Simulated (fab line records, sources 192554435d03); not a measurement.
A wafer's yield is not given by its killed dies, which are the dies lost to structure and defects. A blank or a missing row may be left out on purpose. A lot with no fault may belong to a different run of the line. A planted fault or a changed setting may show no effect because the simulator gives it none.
Struck lot and sound lot, side by side || flow n5_finfet || 15 steps out of a route of 1938
Sound: the wafers L548.4, L548.5, L548.6. Struck: wafer L553.5 (L553.4, L553.6, from the same lot, were not struck and are left out); the cause is given at the end.
Per side, at each step with rows, come the tool, then ch with its chambers, and then its first start. Under that, the readings that differ: sound wafers || struck wafers || difference of the means || sigmas: that difference in standard deviations of wafers without a fault.
alike: readings with means less than 2 such deviations apart, plus words and numbers identical on both sides. not compared: withheld readings, readings lacking a value on some wafer, bounds such as >300 that could conceal the same value, and numbers that have no deviation in the record and whose values overlap.
Wherever a step has rows on one side only, a row that says differs or no value, or a row with sigmas, the two part there. Numbers that have no deviation but don't overlap get no sigmas and don't part them. Lack of a reading on every wafer of one side parts them only where that side has two or more wafers.

first, 3 steps without rows for these wafers: N5_BEOL_M7_EXPOSE_25 (exposes mask V6, target cd 40 nm); N5_BEOL_M7_PEB_26 (peb time 60 s); N5_BEOL_M7_DEVELOP_27 (develop time 30 s).
N5_BEOL_M7_CD_MEAS_28 targets a cd of 40 nm.
  sound on cd_sem-03 ch 0, day 10 12:07; struck on cd_sem-03 ch 0, day 12 07:41
  alike: cd_nm
N5_BEOL_M7_OVL_MEAS_29:
  sound on overlay-01 ch 0, day 10 12:09; struck on overlay-01 ch 0, day 12 07:43
  alike: V6_OVL
N5_BEOL_M7_INSPECT_30: inspects for defects (brightfield).
  sound: defect_inspect-01 at day 10 12:12; struck: defect_inspect-01 at day 12 07:46
  alike: raw_defect_count
N5_BEOL_M7_DESCUM_33: chemistry O2, time 7 s.
  sound on rie_diel-01 ch 1,2, day 10 13:07; struck on rie_diel-02 ch 1, day 12 07:47
  alike: drypump_motor_current_A, oes_product_au, rf_vpp_V, showerhead_plenum_p_Torr, throttle_valve_pct
  not compared: rf_hours_counter_h
N5_BEOL_M7_ETCH_72: etches underlayer in N2/H2, target depth 6.5 nm, time 5.2 s.
  sound on rie_diel-01 ch 1,2, day 10 13:09; struck on rie_diel-02 ch 1, day 12 07:50
{"reading": "bias_w (W)", "sound": "150.5 150.2 150.9", "struck": 149.5, "difference": -1.0, "sigmas": -2}
  alike: drypump_motor_current_A, etch_rf_on_time_s, oes_product_au, rf_vpp_V, showerhead_plenum_p_Torr, throttle_valve_pct
  not compared: rf_hours_counter_h
N5_BEOL_M7_ETCH_65: etches SiARC in CF4, target depth 15.6 nm, time 26 s.
  sound on rie_diel-01 ch 1,2, day 10 13:10; struck on rie_diel-02 ch 1, day 12 07:50
  alike: bias_w, drypump_motor_current_A, etch_rf_on_time_s, oes_product_au, rf_vpp_V, showerhead_plenum_p_Torr, throttle_valve_pct
  not compared: rf_hours_counter_h
N5_BEOL_M7_ETCH_66: etches SOC in N2/H2, target depth 80 nm, overetch 16 nm, time 120 s.
  sound on rie_diel-01 ch 1,2, day 10 13:11; struck on rie_diel-02 ch 1, day 12 07:52
  alike: bias_w, drypump_motor_current_A, oes_product_au, rf_vpp_V, showerhead_plenum_p_Torr, throttle_valve_pct
  not compared: rf_hours_counter_h
then, 2 steps without rows for these wafers: N5_BEOL_M7_STRIP_69 (strips in N2/H2); N5_BEOL_M7_STRIP_73 (strips in N2/H2).
N5_BEOL_M7_VIA_ETCH_34: etches SiCOH lowk in C4F6/O2, target depth 125.5 nm, time 50.5 s.
  sound on rie_diel-01 ch 1,2, day 10 13:17; struck on rie_diel-02 ch 1, day 12 07:58
{"reading": "bias_w (W)", "sound": "184.3 184.8 185.5", "struck": 172.5, "difference": -12.4, "sigmas": -22}
{"reading": "rf_vpp_V (V)", "sound": "692 667 693", "struck": 615, "difference": -69, "sigmas": -4}
  alike: drypump_motor_current_A, oes_product_au, showerhead_plenum_p_Torr, throttle_valve_pct
  not compared: rf_hours_counter_h
then, 1 step without rows for these wafers: N5_BEOL_M7_STRIP_76 (strips in C4F6/O2).
-- a jump in the record: the struck wafers' starts before and after are 3 days apart (it breaks off in module BEOL_M7 and resumes in module PASSIVATION, where the first step shown is number 1936 of the route) --
N5_PASSIVATION_PROBE_49:
  rows exist in the record for the struck wafers here (prober-02, day 15 19:08), but not for the sound ones

== WHERE THEY PART ==
At N5_BEOL_M7_ETCH_72 first; at N5_PASSIVATION_PROBE_49 last (within this record only).

WHY: what the simulator had put in
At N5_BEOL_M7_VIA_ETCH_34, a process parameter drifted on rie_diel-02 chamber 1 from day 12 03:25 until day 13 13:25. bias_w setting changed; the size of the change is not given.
